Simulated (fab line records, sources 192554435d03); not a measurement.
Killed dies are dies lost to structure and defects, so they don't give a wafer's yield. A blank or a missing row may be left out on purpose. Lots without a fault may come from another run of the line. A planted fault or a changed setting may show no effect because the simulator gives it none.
Which tool did it? | flow n5_finfet | 24 lots, 72 wafers sampled, at 6 steps of a route of 1938

WHAT THE GAUGES READ, wafer by wafer
N5_BEOL_M6_CD_MEAS_28: target cd 40 nm. Usual: cd_nm 40.06 nm, standard deviation 0.22.
lot  | measured     | on        | cd_nm (nm)        | flag
L075 | day 9 08:16  | cd_sem-01 | 40.20 39.82 39.94 |
L074 | day 9 08:19  | cd_sem-02 | 39.96 40.24 40.12 |
L076 | day 9 10:31  | cd_sem-03 | 40.31 40.19 40.22 |
L077 | day 9 16:35  | cd_sem-03 | 40.19 39.88 40.00 |
L078 | day 9 16:38  | cd_sem-02 | 40.03 39.84 39.97 |
L079 | day 9 19:40  | cd_sem-01 | 40.16 39.47 39.94 |
L080 | day 10 09:40 | cd_sem-03 | 40.47 39.68 40.07 |
L081 | day 10 14:14 | cd_sem-02 | 40.37 40.36 40.17 |
L082 | day 11 03:14 | cd_sem-02 | 39.81 40.14 40.07 |
L083 | day 11 11:03 | cd_sem-01 | 40.26 39.98 40.33 |
L084 | day 11 14:22 | cd_sem-01 | 39.79 40.06 40.08 |
L085 | day 11 18:12 | cd_sem-03 | 40.39 39.96 39.92 |
L087 | day 12 07:16 | cd_sem-02 | 39.74 40.06 40.29 |
L088 | day 12 07:19 | cd_sem-02 | 40.01 40.01 40.20 |
L086 | day 12 09:49 | cd_sem-01 | 40.46 39.89 40.00 |
L089 | day 12 09:59 | cd_sem-02 | 40.61 39.81 39.88 |
L090 | day 12 21:01 | cd_sem-03 | 39.61 40.25 40.21 |
L092 | day 13 09:33 | cd_sem-03 | 40.18 39.85 40.12 |
L091 | day 13 10:52 | cd_sem-01 | 40.25 40.02 40.10 |
L093 | day 13 13:46 | cd_sem-01 | 40.01 39.87 39.74 |
L094 | day 13 22:01 | cd_sem-03 | 40.14 40.05 39.82 |
L095 | day 13 23:34 | cd_sem-03 | 40.29 40.01 40.15 |
L096 | day 14 06:11 | cd_sem-01 | 39.85 39.94 39.49 |
L097 | day 14 10:26 | cd_sem-01 | 40.13 40.02 40.16 |

N5_BEOL_M6_RS_MEAS_57: measures by four-point-probe. Usual: M6_RS 0.290 ohm/sq, standard deviation 0.007.
lot  | measured     | on            | M6_RS (ohm/sq)    | flag
L075 | day 9 11:13  | film_metro-02 | 0.291 0.286 0.300 |
L074 | day 9 11:29  | film_metro-02 | 0.288 0.294 0.285 |
L076 | day 9 14:09  | film_metro-01 | 0.287 0.295 0.288 |
L077 | day 9 20:36  | film_metro-01 | 0.300 0.296 0.296 |
L078 | day 9 21:03  | film_metro-01 | 0.294 0.283 0.289 |
L079 | day 9 22:41  | film_metro-02 | 0.296 0.293 0.301 |
L080 | day 10 14:50 | film_metro-02 | 0.270 0.278 0.287 |
L081 | day 10 18:55 | film_metro-01 | 0.285 0.282 0.289 |
L082 | day 11 07:37 | film_metro-02 | 0.294 0.290 0.296 |
L083 | day 11 14:47 | film_metro-02 | 0.293 0.277 0.289 |
L084 | day 11 19:20 | film_metro-01 | 0.288 0.286 0.294 |
L085 | day 11 23:19 | film_metro-02 | 0.288 0.280 0.288 |
L087 | day 12 10:02 | film_metro-02 | 0.296 0.295 0.296 |
L088 | day 12 10:38 | film_metro-01 | 0.285 0.286 0.280 |
L086 | day 12 12:55 | film_metro-02 | 0.297 0.298 0.292 |
L089 | day 12 13:17 | film_metro-02 | 0.284 0.279 0.284 |
L090 | day 13 00:30 | film_metro-01 | 0.285 0.284 0.290 |
L092 | day 13 12:51 | film_metro-02 | 0.291 0.286 0.294 |
L091 | day 13 15:11 | film_metro-02 | 0.295 0.292 0.298 |
L093 | day 13 17:33 | film_metro-02 | 0.290 0.284 0.291 |
L094 | day 14 02:31 | film_metro-02 | 0.297 0.289 0.294 |
L095 | day 14 03:01 | film_metro-02 | 0.301 0.301 0.302 |
L096 | day 14 10:47 | film_metro-01 | 0.299 0.291 0.294 |
L097 | day 14 15:22 | film_metro-01 | 0.287 0.298 0.285 |

N5_BEOL_M7_INSPECT_13: inspects for defects (brightfield). Usual: raw_defect_count 467, standard deviation 100.
lot  | measured     | on                | raw_defect_count | flag
L075 | day 9 12:31  | defect_inspect-01 | 662 539 530      |
L074 | day 9 14:19  | defect_inspect-02 | 475 360 469      |
L076 | day 9 17:32  | defect_inspect-01 | 735 479 539      |
L077 | day 9 22:26  | defect_inspect-01 | 349 476 477      |
L078 | day 10 00:04 | defect_inspect-02 | 459 355 302      |
L079 | day 10 03:44 | defect_inspect-02 | 373 321 379      |
L080 | day 10 16:08 | defect_inspect-01 | 356 572 511      |
L081 | day 10 22:16 | defect_inspect-01 | 411 460 407      |
L082 | day 11 12:10 | defect_inspect-02 | 410 359 424      |
L083 | day 11 16:04 | defect_inspect-02 | 374 361 349      |
L084 | day 11 22:30 | defect_inspect-02 | 581 544 434      |
L085 | day 12 04:40 | defect_inspect-01 | 440 573 445      |
L087 | day 12 11:43 | defect_inspect-02 | 469 329 393      |
L088 | day 12 12:05 | defect_inspect-01 | 341 503 321      |
L086 | day 12 15:58 | defect_inspect-02 | 485 597 601      |
L089 | day 12 15:48 | defect_inspect-02 | 535 318 552      |
L090 | day 13 02:29 | defect_inspect-01 | 646 410 368      |
L092 | day 13 16:19 | defect_inspect-01 | 555 595 777      |
L091 | day 13 19:16 | defect_inspect-01 | 458 451 534      |
L093 | day 13 19:45 | defect_inspect-01 | 469 366 433      |
L094 | day 14 05:58 | defect_inspect-02 | 464 313 432      |
L095 | day 14 04:51 | defect_inspect-02 | 487 466 330      |
L096 | day 14 14:25 | defect_inspect-01 | 457 349 509      |
L097 | day 14 16:53 | defect_inspect-01 | 506 463 566      |

N5_BEOL_M7_INSPECT_30: inspects for defects (brightfield). Usual: raw_defect_count 467, standard deviation 100.
lot  | measured     | on                | raw_defect_count | flag
L075 | day 9 13:31  | defect_inspect-01 | 660 527 525      |
L074 | day 9 16:53  | defect_inspect-02 | 473 343 497      |
L076 | day 9 19:01  | defect_inspect-01 | 739 478 545      |
L077 | day 9 23:28  | defect_inspect-01 | 344 447 482      |
L078 | day 10 02:40 | defect_inspect-02 | 475 361 321      |
L079 | day 10 04:55 | defect_inspect-01 | 358 325 376      |
L080 | day 10 17:15 | defect_inspect-02 | 356 538 493      |
L081 | day 11 01:28 | defect_inspect-02 | 430 441 404      |
L082 | day 11 14:17 | defect_inspect-02 | 415 365 404      |
L083 | day 11 18:09 | defect_inspect-02 | 369 367 371      |
L084 | day 12 03:41 | defect_inspect-01 | 542 569 411      |
L085 | day 12 07:17 | defect_inspect-01 | 452 622 412      |
L087 | day 12 14:34 | defect_inspect-01 | 478 327 383      |
L088 | day 12 15:10 | defect_inspect-02 | 383 468 312      |
L086 | day 12 18:58 | defect_inspect-02 | 500 632 586      |
L089 | day 12 18:29 | defect_inspect-02 | 525 303 573      |
L090 | day 13 04:13 | defect_inspect-01 | 589 388 368      |
L092 | day 13 18:20 | defect_inspect-01 | 518 611 780      |
L091 | day 13 20:29 | defect_inspect-02 | 474 483 540      |
L093 | day 13 22:07 | defect_inspect-01 | 493 381 420      |
L094 | day 14 07:19 | defect_inspect-01 | 441 308 432      |
L095 | day 14 05:55 | defect_inspect-01 | 505 460 320      |
L096 | day 14 15:27 | defect_inspect-01 | 440 344 460      |
L097 | day 14 19:44 | defect_inspect-02 | 520 477 582      |

WHICH TOOL RAN EACH LOT (tool, then ch and the chambers of the sampled wafers, then the start)
lot  | N5_BEOL_M6_DEGAS_44          | N5_BEOL_M7_ETCH_62
L075 | pvd_sputter-01, day 9 09:37  | rie_diel-02 ch 1,2,3, day 9 12:46
L074 | pvd_sputter-01, day 9 09:47  | rie_diel-06 ch 0,3, day 9 14:29
L076 | pvd_sputter-01, day 9 11:35  | rie_diel-06 ch 2,3, day 9 17:39
L077 | pvd_sputter-03, day 9 17:47  | rie_diel-02 ch 0,1,3, day 9 22:34
L078 | pvd_sputter-03, day 9 18:10  | rie_diel-02 ch 2,3, day 10 00:11
L079 | pvd_sputter-02, day 9 20:53  | rie_diel-06 ch 1,2,3, day 10 03:52
L080 | pvd_sputter-02, day 10 11:10 | rie_diel-04 ch 1,3, day 10 16:25
L081 | pvd_sputter-01, day 10 15:40 | rie_diel-02 ch 0,1,2, day 10 22:30
L082 | pvd_sputter-03, day 11 04:21 | rie_diel-06 ch 0,1, day 11 12:20
L083 | pvd_sputter-02, day 11 12:08 | rie_diel-06 ch 0,2,3, day 11 16:27
L084 | pvd_sputter-03, day 11 15:51 | rie_diel-02 ch 1,2,3, day 11 22:37
L085 | pvd_sputter-03, day 11 19:21 | rie_diel-06 ch 0,1,2, day 12 04:47
L087 | pvd_sputter-01, day 12 08:26 | rie_diel-06 ch 1,2, day 12 13:33
L088 | pvd_sputter-03, day 12 08:47 | rie_diel-02 ch 1,2, day 12 14:06
L086 | pvd_sputter-01, day 12 11:19 | rie_diel-06 ch 0,2,3, day 12 18:01
L089 | pvd_sputter-01, day 12 11:38 | rie_diel-06 ch 0,2,3, day 12 17:32
L090 | pvd_sputter-03, day 12 22:13 | rie_diel-06 ch 0,3, day 13 03:08
L092 | pvd_sputter-02, day 13 10:40 | rie_diel-04 ch 0,1, day 13 16:27
L091 | pvd_sputter-02, day 13 13:37 | rie_diel-04 ch 0,1,3, day 13 19:23
L093 | pvd_sputter-03, day 13 15:13 | rie_diel-04 ch 0,1,3, day 13 19:53
L094 | pvd_sputter-03, day 13 23:43 | rie_diel-06 ch 0,1,3, day 14 06:11
L095 | pvd_sputter-01, day 14 01:05 | rie_diel-06 ch 1,3, day 14 04:58
L096 | pvd_sputter-03, day 14 07:37 | rie_diel-06 ch 0,3, day 14 14:32
L097 | pvd_sputter-02, day 14 13:29 | rie_diel-04 ch 0,1, day 14 17:15
- N5_BEOL_M6_DEGAS_44: time 60 s.
- N5_BEOL_M7_ETCH_62: etches SOC in N2/H2, target depth 110 nm, overetch 22 nm, time 165 s.

WHAT THE TOOLS THEMSELVES READ (means of the sampled wafers that have a number; where no wafer has one, the mark that the record gives instead)
N5_BEOL_M6_DEGAS_44. Usual: heater_power_w 343 W, standard deviation 41; susceptor_temp_C 250.00 C, standard deviation 0.18.
lot  | tool           | heater_power_w (W) | susceptor_temp_C (C) | flag
L075 | pvd_sputter-01 | 332                | 249.88               |
L074 | pvd_sputter-01 | 296                | 250.00               |
L076 | pvd_sputter-01 | 338                | 249.96               |
L077 | pvd_sputter-03 | 369                | 250.17               |
L078 | pvd_sputter-03 | 365                | 249.99               |
L079 | pvd_sputter-02 | 343                | 250.05               |
L080 | pvd_sputter-02 | 368                | 250.13               |
L081 | pvd_sputter-01 | 294                | 249.84               |
L082 | pvd_sputter-03 | 336                | 249.98               |
L083 | pvd_sputter-02 | 335                | 250.02               |
L084 | pvd_sputter-03 | 354                | 249.96               |
L085 | pvd_sputter-03 | 343                | 249.95               |
L087 | pvd_sputter-01 | 313                | 250.03               |
L088 | pvd_sputter-03 | 357                | 249.97               |
L086 | pvd_sputter-01 | 293                | 250.12               |
L089 | pvd_sputter-01 | 336                | 250.05               |
L090 | pvd_sputter-03 | 357                | 249.98               |
L092 | pvd_sputter-02 | 346                | 249.94               |
L091 | pvd_sputter-02 | 343                | 249.96               |
L093 | pvd_sputter-03 | 343                | 249.95               |
L094 | pvd_sputter-03 | 408                | 250.10               |
L095 | pvd_sputter-01 | 313                | 250.09               |
L096 | pvd_sputter-03 | 358                | 249.84               |
L097 | pvd_sputter-02 | 390                | 249.92               |

N5_BEOL_M7_ETCH_62. Usual: bias_w 150.1 W, standard deviation 0.45; drypump_motor_current_A 5.87 A, standard deviation 0.25; oes_product_au 0.67 a.u., standard deviation 0.075; rf_vpp_V 524.4 V, standard deviation 2.4; showerhead_plenum_p_Torr 2.56 Torr, standard deviation 0.079; throttle_valve_pct 17.90 %, standard deviation 0.26.
lot  | tool        | bias_w (W) | drypump_motor_current_A (A) | oes_product_au (a.u.) | rf_vpp_V (V) | showerhead_plenum_p_Torr (Torr) | throttle_valve_pct (%) | flag
L075 | rie_diel-02 | 150.2      | 5.62                        | 0.61                  | 523.4        | 2.52                            | 17.95                  |
L074 | rie_diel-06 | 149.9      | 5.94                        | 0.61                  | 524.0        | 2.56                            | 18.06                  |
L076 | rie_diel-06 | 149.9      | 6.04                        | 0.66                  | 522.8        | 2.52                            | 17.96                  |
L077 | rie_diel-02 | 149.9      | 5.87                        | 0.60                  | 524.5        | 2.54                            | 18.08                  |
L078 | rie_diel-02 | 150.0      | 5.41                        | 0.63                  | 522.8        | 2.50                            | 17.81                  |
L079 | rie_diel-06 | 150.1      | 5.96                        | 0.63                  | 524.8        | 2.57                            | 17.94                  |
L080 | rie_diel-04 | 149.9      | 5.76                        | 0.66                  | 525.3        | 2.57                            | 18.11                  |
L081 | rie_diel-02 | 149.6      | 5.77                        | 0.62                  | 522.1        | 2.49                            | 17.99                  |
L082 | rie_diel-06 | 150.5      | 5.88                        | 0.82                  | 526.4        | 2.60                            | 17.59                  |
L083 | rie_diel-06 | 150.0      | 5.93                        | 0.69                  | 524.5        | 2.56                            | 17.90                  |
L084 | rie_diel-02 | 149.6      | 5.61                        | 0.68                  | 523.3        | 2.51                            | 17.84                  |
L085 | rie_diel-06 | 149.9      | 5.85                        | 0.74                  | 525.2        | 2.61                            | 17.71                  |
L087 | rie_diel-06 | 150.4      | 5.90                        | 0.72                  | 525.7        | 2.61                            | 17.64                  |
L088 | rie_diel-02 | 149.7      | 5.71                        | 0.60                  | 522.3        | 2.47                            | 18.03                  |
L086 | rie_diel-06 | 150.2      | 5.94                        | 0.68                  | 523.6        | 2.56                            | 17.90                  |
L089 | rie_diel-06 | 150.0      | 5.91                        | 0.68                  | 524.3        | 2.56                            | 17.92                  |
L090 | rie_diel-06 | 150.4      | 6.04                        | 0.70                  | 523.5        | 2.49                            | 17.90                  |
L092 | rie_diel-04 | 149.8      | 6.13                        | 0.70                  | 527.9        | 2.67                            | 18.04                  |
L091 | rie_diel-04 | 150.4      | 5.85                        | 0.66                  | 526.0        | 2.61                            | 18.14                  |
L093 | rie_diel-04 | 150.0      | 5.87                        | 0.66                  | 525.9        | 2.61                            | 18.14                  |
L094 | rie_diel-06 | 150.4      | 5.99                        | 0.72                  | 523.6        | 2.54                            | 17.73                  |
L095 | rie_diel-06 | 150.0      | 6.02                        | 0.72                  | 524.4        | 2.55                            | 17.63                  |
L096 | rie_diel-06 | 150.2      | 5.97                        | 0.72                  | 523.8        | 2.54                            | 17.83                  |
L097 | rie_diel-04 | 150.4      | 6.12                        | 0.70                  | 527.1        | 2.67                            | 18.06                  |

THE ANSWER, worked out from the rows above alone
Rule: a lot is off if the mean of its wafers that have a number lies more than 3 standard deviations from the usual mean. A lot without any number at a reading at which 4 lots or more have one is off too. The other lots that the step has rows for count as sound. The gauges are gone through in route order, then the tools' own readings, and for those a lot's mean is taken as printed above. The first step at which some lot is off is used, and at that step the reading that is off furthest; a lot without a number counts as furthest.
No lot is off at any reading shown: from this, nothing can be told.

WHAT THE SIMULATOR HAD PUT IN
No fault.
